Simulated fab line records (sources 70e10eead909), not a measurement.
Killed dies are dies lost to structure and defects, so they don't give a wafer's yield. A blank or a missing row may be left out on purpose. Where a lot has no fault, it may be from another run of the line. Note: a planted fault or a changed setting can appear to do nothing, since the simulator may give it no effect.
Struck lot and sound lot, side by side :: flow nand-harc :: 12 steps out of a route of 1159
Sound: these wafers, L268.2, L268.3, L268.6. Wafers L276.3, L276.4, L276.5 were the ones struck. The cause is given at the end.
Per side, at each step with rows, come the tool, then ch with its chambers, and then its first start. Under that, the readings that differ: sound wafers :: struck wafers :: difference of the means :: sigmas: that difference in standard deviations of wafers without a fault.
alike: words and numbers the same on both sides, and readings whose means are apart by under 2 such deviations; not compared: readings that were withheld, readings missing a value for some wafer, numbers with overlapping values and no deviation given by the record, and bounds like >300 which may hide the same value.
The two part at a step that has a row with sigmas, a row that says differs or no value, or rows on one side only. When numbers do not overlap yet have no deviation, they are printed without sigmas and do not part them. A reading that every wafer of one side lacks parts them only if that side has two wafers or more.

NHARC_A_WL_FILL_INSPECT_15:
  sound: defect-inspect-02 at day 19 16:32; struck: defect-inspect-02 at day 21 01:56
  alike: raw-defect-count
NHARC_A_CONTACT_DEP_24: deposits SiO2, target thk 500 nm.
  sound on pecvd-03 ch 0,1,2, day 19 16:40; struck on pecvd-01 ch 0,2, day 21 02:00
  alike: heater-power-w, throttle-valve-pct
NHARC_A_CONTACT_DEP_28: deposits aC, target thk 3600 nm.
  sound on acl-dep-01 ch 0, day 19 17:34; struck on acl-dep-03 ch 0, day 21 05:58
  alike: throttle-valve-pct
NHARC_A_CONTACT_DEP_29: deposits SiON, target thk 70 nm.
  sound on pecvd-04 ch 0,1, day 19 19:42; struck on pecvd-03 ch 0,1,2, day 21 07:29
  alike: heater-power-w
then, 5 steps without rows for these wafers: NHARC_A_CONTACT_DEHYDRATE_32 (time 120 s); NHARC_A_CONTACT_HMDS_33 (time 30 s); NHARC_A_CONTACT_COAT_34 (time 75 s); NHARC_A_CONTACT_COAT_35 (time 65 s); NHARC_A_CONTACT_COAT_36 (resist thk 90 nm).
NHARC_A_CONTACT_SOFTBAKE_37: time 55 s.
  sound on litho-track-01 ch 0, day 19 19:00; struck on litho-track-04 ch 0, day 21 07:00
reading: heater-power-total-W (W)
sound: 188.78 188.41 188.58
struck: 183.34 183.33 183.37
difference: -5.24
sigmas: -37
  alike: chill-plate-temp-C, exhaust-pa
then, 1 step without rows for these wafers: NHARC_A_CONTACT_EBR_38.
-- jump in the record: it breaks off in module A_CONTACT and resumes in module END (first step shown: number 1159 of the route), and 3 days separate the struck wafers' starts before and after --
NHARC_END_SORT_01:
  sound on prober-01 ch 0, day 22 22:37; struck on prober-01 ch 0, day 24 13:38
  alike: killed-at-array, killed-at-other, killed-at-periphery, killed-dies, killed-open, killed-short

== WHERE THEY PART ==
Within this record, at NHARC_A_CONTACT_SOFTBAKE_37 only. Later steps at which nothing parts them and some readings are alike: NHARC_END_SORT_01.

WHY: whatever the simulator had introduced
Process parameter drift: litho-track-04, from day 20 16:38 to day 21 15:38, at NHARC_A_CONTACT_SOFTBAKE_37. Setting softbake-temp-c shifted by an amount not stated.
